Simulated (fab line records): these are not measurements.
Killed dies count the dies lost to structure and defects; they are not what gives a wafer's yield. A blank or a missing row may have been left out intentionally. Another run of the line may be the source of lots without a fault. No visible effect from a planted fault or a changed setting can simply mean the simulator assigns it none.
Shared-tool check	flow nand-harc	2 lots and 6 wafers in the sample

WHY IT WAS OPENED
On 2 of the 2 lots, a flag is raised at NHARC_END_SORT_01 on the reading killed-at-periphery. Fault-free wafers read 3.8, with a standard deviation of 2.9.
Rule: a lot is flagged when every wafer of it that has a number lies more than 4 standard deviations from that mean, or none has a number. The other lots count as sound.

lot	measured	on	killed-at-periphery, wafer by wafer	flag
L864	day 30 20:07	prober-02	79 57 50	FLAGGED
L865	day 31 15:01	prober-02	112 58 79	FLAGGED
The mean of the flagged lots' numbers is 72.5, +68.7 from the usual (+24 standard deviations).

LOT BY LOT: THE TOOL USED
The record holds 4 process steps before the reading, out of a route of 1302 steps. Read each cell as the tool, then ch plus the chambers that the sampled wafers visited, then the start.
lot	flag	NHARC_P_CONTACT_PRE_CLEAN_39	NHARC_A_BONDPAD_PVD_17	NHARC_THIN_TSV_CMP_01	NHARC_THIN_TSV_ETCHBACK_48
L864	FLAGGED	pvd-sputter-03, day 12 19:47	pvd-sputter-03, day 30 03:08 or earlier	cmp-04 ch 0,2,3, day 30 03:08	rie-diel-02 ch 1,2,3, day 30 07:06
L865	FLAGGED	pvd-sputter-03, day 13 02:43	pvd-sputter-02, day 30 22:49 or earlier	cmp-01 ch 0,1,2, day 30 22:49	rie-diel-02 ch 0,2,3, day 31 02:23
What these steps do:
- NHARC_P_CONTACT_PRE_CLEAN_39: time 19.5 s.
- NHARC_A_BONDPAD_PVD_17: deposits TaN, target thk 5 nm, time 8.06 s.
- NHARC_THIN_TSV_CMP_01: polishes.
- NHARC_THIN_TSV_ETCHBACK_48: etches the open film in C4F8/Ar, target depth 1028.5 nm, time 405.17 s.
- NHARC_END_SORT_01

FLAGGED AGAINST TOTAL, ONE TOOL AT A TIME (gauges that did the reading follow at the end)
step	tool	lots run	flagged	share of the flagged lots	sound lots run after its first flagged lot
NHARC_P_CONTACT_PRE_CLEAN_39	pvd-sputter-03	2	2	all	0
NHARC_A_BONDPAD_PVD_17	pvd-sputter-02	1	1	some	0
NHARC_A_BONDPAD_PVD_17	pvd-sputter-03	1	1	some	0
NHARC_THIN_TSV_CMP_01	cmp-01	1	1	some	0
NHARC_THIN_TSV_CMP_01	cmp-04	1	1	some	0
NHARC_THIN_TSV_ETCHBACK_48	rie-diel-02	2	2	all	0
NHARC_END_SORT_01	prober-02	2	2	all	0
NHARC_A_BONDPAD_PVD_17 gives no start for some lots, so the hours and the order of its lots are those of NHARC_THIN_TSV_CMP_01.

WHAT THE TABLE PERMITS
3 rows of the table ran every flagged lot: pvd-sputter-03 at NHARC_P_CONTACT_PRE_CLEAN_39, rie-diel-02 at NHARC_THIN_TSV_ETCHBACK_48, prober-02 at NHARC_END_SORT_01.
- pvd-sputter-03 at NHARC_P_CONTACT_PRE_CLEAN_39: 2 of its 2 lots flagged. Because this sample shows no sound lot run on it before its first flagged lot, the start cannot be pinned down more closely.
- rie-diel-02 at NHARC_THIN_TSV_ETCHBACK_48: 2 of its 2 lots flagged. Because this sample shows no sound lot run on it before its first flagged lot, the start cannot be pinned down more closely.
- prober-02 at NHARC_END_SORT_01: 2 of its 2 lots flagged. Because this sample shows no sound lot run on it before its first flagged lot, the start cannot be pinned down more closely.
Because each of these 3 tools fits a fault that began at some hour, counting lots does not separate them. More lots, or a look at what each step does to the wafer, might.

WHAT HAD BEEN PUT IN BY THE SIMULATOR
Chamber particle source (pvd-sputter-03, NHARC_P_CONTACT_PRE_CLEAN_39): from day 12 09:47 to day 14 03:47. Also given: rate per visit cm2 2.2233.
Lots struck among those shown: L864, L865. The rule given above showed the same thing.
